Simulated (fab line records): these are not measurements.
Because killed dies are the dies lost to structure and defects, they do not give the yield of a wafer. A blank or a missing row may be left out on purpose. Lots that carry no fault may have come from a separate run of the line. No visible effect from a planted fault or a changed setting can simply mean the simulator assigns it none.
Which tool did it? / flow nand-harc / Sampling: 14 lots, 42 wafers, 6 of 1302 route steps

## WHAT THE GAUGES SHOWED, per wafer
NHARC_A_ZERO_WELL_CD_MEAS_10: target cd 2000 nm.
lot=L524; measured=day 6 23:49; on=cd-sem-02; cd-nm (nm)=2005.4 2003.5 2001.2
lot=L525; measured=day 7 00:23; on=cd-sem-01; cd-nm (nm)=2003.5 2004.1 2001.3
lot=L526; measured=day 7 13:27; on=cd-sem-01; cd-nm (nm)=2000.1 1997.9 1998.6
lot=L535; measured=day 11 12:07; on=cd-sem-01; cd-nm (nm)=1998.1 1994.8 1997.9
lot=L537; measured=day 11 23:56; on=cd-sem-03; cd-nm (nm)=1999.9 1999.3 2003.1
lot=L536; measured=day 12 01:11; on=cd-sem-03; cd-nm (nm)=1998.1 1996.1 1998.9
lot=L539; measured=day 12 16:29; on=cd-sem-02; cd-nm (nm)=2000.7 2001.8 2001.8
lot=L538; measured=day 12 17:46; on=cd-sem-03; cd-nm (nm)=2002.3 1996.6 1999.0
lot=L541; measured=day 13 16:10; on=cd-sem-02; cd-nm (nm)=1999.3 1999.5 1999.8
lot=L542; measured=day 14 08:55; on=cd-sem-02; cd-nm (nm)=1996.4 1999.6 1999.3
lot=L544; measured=day 15 01:32; on=cd-sem-03; cd-nm (nm)=1997.9 1997.1 2001.6
lot=L545; measured=day 15 18:14; on=cd-sem-03; cd-nm (nm)=1996.3 1995.7 1994.4
lot=L547; measured=day 16 04:29; on=cd-sem-02; cd-nm (nm)=1997.3 1997.3 2000.6
lot=L546; measured=day 16 04:54; on=cd-sem-01; cd-nm (nm)=2000.6 2002.3 1998.7

NHARC_A_SOURCE_PLATE_THK_MEAS_06: measures by ellipsometry.
lot=L524; measured=day 7 22:39; on=film-metro-01; thk-nm (nm)=195.0 197.4 196.5
lot=L525; measured=day 7 22:39; on=film-metro-02; thk-nm (nm)=200.7 202.6 201.8
lot=L526; measured=day 8 11:40; on=film-metro-01; thk-nm (nm)=200.5 201.2 202.2
lot=L535; measured=day 12 08:44; on=film-metro-02; thk-nm (nm)=198.5 199.2 198.7
lot=L537; measured=day 12 21:32; on=film-metro-01; thk-nm (nm)=196.5 197.4 196.5
lot=L536; measured=day 12 21:32; on=film-metro-02; thk-nm (nm)=203.8 203.4 204.7
lot=L539; measured=day 13 15:06; on=film-metro-01; thk-nm (nm)=199.4 198.6 200.4
lot=L538; measured=day 13 15:06; on=film-metro-01; thk-nm (nm)=200.6 200.5 199.3
lot=L541; measured=day 14 11:52; on=film-metro-02; thk-nm (nm)=197.8 196.8 199.9
lot=L542; measured=day 15 06:16; on=film-metro-01; thk-nm (nm)=199.9 198.4 199.7
lot=L544; measured=day 16 00:20; on=film-metro-02; thk-nm (nm)=201.5 199.0 201.0
lot=L545; measured=day 16 16:26; on=film-metro-01; thk-nm (nm)=198.1 196.6 195.4
lot=L547; measured=day 17 02:16; on=film-metro-01; thk-nm (nm)=202.0 198.6 201.9
lot=L546; measured=day 17 02:16; on=film-metro-01; thk-nm (nm)=199.7 199.7 199.0

NHARC_A_SOURCE_PLATE_INSPECT_08.
lot=L524; measured=day 7 22:43; on=defect-inspect-02; raw-defect-count=64 38 55
lot=L525; measured=day 7 22:43; on=defect-inspect-01; raw-defect-count=70 98 41
lot=L526; measured=day 8 11:44; on=defect-inspect-01; raw-defect-count=103 83 120
lot=L535; measured=day 12 08:47; on=defect-inspect-02; raw-defect-count=63 48 65
lot=L537; measured=day 12 21:35; on=defect-inspect-01; raw-defect-count=22 66 46
lot=L536; measured=day 12 21:35; on=defect-inspect-02; raw-defect-count=74 63 37
lot=L539; measured=day 13 15:10; on=defect-inspect-01; raw-defect-count=84 49 105
lot=L538; measured=day 13 15:10; on=defect-inspect-02; raw-defect-count=43 55 67
lot=L541; measured=day 14 11:56; on=defect-inspect-01; raw-defect-count=23 33 15
lot=L542; measured=day 15 06:21; on=defect-inspect-02; raw-defect-count=54 116 69
lot=L544; measured=day 16 00:26; on=defect-inspect-02; raw-defect-count=51 29 38
lot=L545; measured=day 16 16:31; on=defect-inspect-02; raw-defect-count=43 37 37
lot=L547; measured=day 17 02:20; on=defect-inspect-02; raw-defect-count=56 138 65
lot=L546; measured=day 17 02:20; on=defect-inspect-02; raw-defect-count=48 36 55

NHARC_A_ONON_D1_THK_MEAS_18: measures by ellipsometry.
lot=L524; measured=day 8 09:41; on=film-metro-01; thk-nm (nm)=994 996 994
lot=L525; measured=day 8 09:41; on=film-metro-02; thk-nm (nm)=985 985 984
lot=L526; measured=day 8 22:43; on=film-metro-02; thk-nm (nm)=1007 1006 1005
lot=L535; measured=day 12 19:17; on=film-metro-01; thk-nm (nm)=707 707 707
lot=L537; measured=day 13 12:17; on=film-metro-01; thk-nm (nm)=995 995 997
lot=L536; measured=day 13 12:17; on=film-metro-01; thk-nm (nm)=704 705 706
lot=L539; measured=day 14 01:50; on=film-metro-02; thk-nm (nm)=1004 1002 1001
lot=L538; measured=day 14 01:49; on=film-metro-01; thk-nm (nm)=1003 1003 1002
lot=L541; measured=day 14 22:48; on=film-metro-01; thk-nm (nm)=989 989 989
lot=L542; measured=day 15 16:49; on=film-metro-01; thk-nm (nm)=994 994 996
lot=L544; measured=day 16 11:03; on=film-metro-02; thk-nm (nm)=991 990 992
lot=L545; measured=day 17 07:02; on=film-metro-02; thk-nm (nm)=989 989 988
lot=L547; measured=day 17 13:37; on=film-metro-01; thk-nm (nm)=1002 1000 1002
lot=L546; measured=day 17 13:37; on=film-metro-02; thk-nm (nm)=1006 1006 1006

NHARC_END_SORT_01.
lot=L535; measured=day 29 03:18; on=prober-02; killed-at-array=676 676 675; killed-at-other=0 0 0; killed-at-periphery=1 1 2; killed-dies=677 677 677; killed-open=2 6 3; killed-short=1 2 1
lot=L536; measured=day 29 17:34; on=prober-02; killed-at-array=673 671 669; killed-at-other=0 2 3; killed-at-periphery=4 4 5; killed-dies=677 677 677; killed-open=0 4 5; killed-short=3 3 4
lot=L539; measured=day 30 05:18; on=prober-02; killed-at-array=48 69 42; killed-at-other=1 1 0; killed-at-periphery=5 0 6; killed-dies=54 70 48; killed-open=0 6 1; killed-short=2 6 1
lot=L538; measured=day 30 04:29; on=prober-01; killed-at-array=103 84; killed-at-other=0 1; killed-at-periphery=6 4; killed-dies=109 89; killed-open=8 4; killed-short=3 1

## WHAT TOOL EACH LOT RAN ON (gives the tool, then ch and the chambers of the sampled wafers, and finally the start)
lot=L524; NHARC_A_ONON_D1_DEP_16=pecvd-onon-03 ch 0, day 8 09:10
lot=L525; NHARC_A_ONON_D1_DEP_16=pecvd-onon-04 ch 0, day 8 09:14
lot=L526; NHARC_A_ONON_D1_DEP_16=pecvd-onon-04 ch 0, day 8 22:23
lot=L535; NHARC_A_ONON_D1_DEP_16=pecvd-onon-04 ch 0, day 12 18:50
lot=L537; NHARC_A_ONON_D1_DEP_16=pecvd-onon-01 ch 0, day 13 11:47
lot=L536; NHARC_A_ONON_D1_DEP_16=pecvd-onon-04 ch 0, day 13 11:46
lot=L539; NHARC_A_ONON_D1_DEP_16=pecvd-onon-01 ch 0, day 14 01:23
lot=L538; NHARC_A_ONON_D1_DEP_16=pecvd-onon-03 ch 0, day 14 01:19
lot=L541; NHARC_A_ONON_D1_DEP_16=pecvd-onon-03 ch 0, day 14 22:17
lot=L542; NHARC_A_ONON_D1_DEP_16=pecvd-onon-01 ch 0, day 15 16:19
lot=L544; NHARC_A_ONON_D1_DEP_16=pecvd-onon-04 ch 0, day 16 10:36
lot=L545; NHARC_A_ONON_D1_DEP_16=pecvd-onon-01 ch 0, day 17 06:39
lot=L547; NHARC_A_ONON_D1_DEP_16=pecvd-onon-04 ch 0, day 17 13:10
lot=L546; NHARC_A_ONON_D1_DEP_16=pecvd-onon-01 ch 0, day 17 13:10
- NHARC_A_ONON_D1_DEP_16: target thk 1000 nm.

## WHAT THE TOOLS THEMSELVES READ (means of the sampled wafers that have a number; where no wafer has one, the mark that the record gives instead)
NHARC_A_ONON_D1_DEP_16.
lot=L524; tool=pecvd-onon-03; susceptor-temp-C (C)=399.59
lot=L525; tool=pecvd-onon-04; susceptor-temp-C (C)=399.78
lot=L526; tool=pecvd-onon-04; susceptor-temp-C (C)=399.57
lot=L535; tool=pecvd-onon-04; susceptor-temp-C (C)=400.16
lot=L537; tool=pecvd-onon-01; susceptor-temp-C (C)=400.18
lot=L536; tool=pecvd-onon-04; susceptor-temp-C (C)=400.08
lot=L539; tool=pecvd-onon-01; susceptor-temp-C (C)=399.90
lot=L538; tool=pecvd-onon-03; susceptor-temp-C (C)=400.46
lot=L541; tool=pecvd-onon-03; susceptor-temp-C (C)=400.01
lot=L542; tool=pecvd-onon-01; susceptor-temp-C (C)=400.06
lot=L544; tool=pecvd-onon-04; susceptor-temp-C (C)=399.85
lot=L545; tool=pecvd-onon-01; susceptor-temp-C (C)=399.85
lot=L547; tool=pecvd-onon-04; susceptor-temp-C (C)=400.28
lot=L546; tool=pecvd-onon-01; susceptor-temp-C (C)=400.03

## THE ANSWER, worked out from the rows above alone
Rule: the usual values come from the lots themselves. Put in order of their means at a reading, lots are off if they are a third of the lots or fewer, leave a main group of 4 or more, and stand apart from it by a gap of 3 or more times the standard deviation of the main group's means; of several such gaps the widest counts. The tables above print the reading to a certain number of digits; a main group whose means all agree to those digits is not used. Also off: a lot with no number at a reading for which 4 or more lots have one. Where the step has rows for the other lots, those lots are counted as sound. After the gauges, taken in route order, come the tools' own readings; for these a lot's mean is taken, as printed above. At the first step where some lot is off, the reading lying furthest off is the one used; lots without a number count as furthest.
Off, at NHARC_A_ONON_D1_THK_MEAS_18 on thk-nm: L535, L536. The main group has a mean of 996 nm with a standard deviation of 6.9.
If a tool, at a process step before that reading, ran all the lots that are off and no sound lot after the first of them, it fits. The gauges at NHARC_A_ONON_D1_THK_MEAS_18 are tried like those tools. Of those tried, none fits.

## WHAT THE SIMULATOR PUT IN
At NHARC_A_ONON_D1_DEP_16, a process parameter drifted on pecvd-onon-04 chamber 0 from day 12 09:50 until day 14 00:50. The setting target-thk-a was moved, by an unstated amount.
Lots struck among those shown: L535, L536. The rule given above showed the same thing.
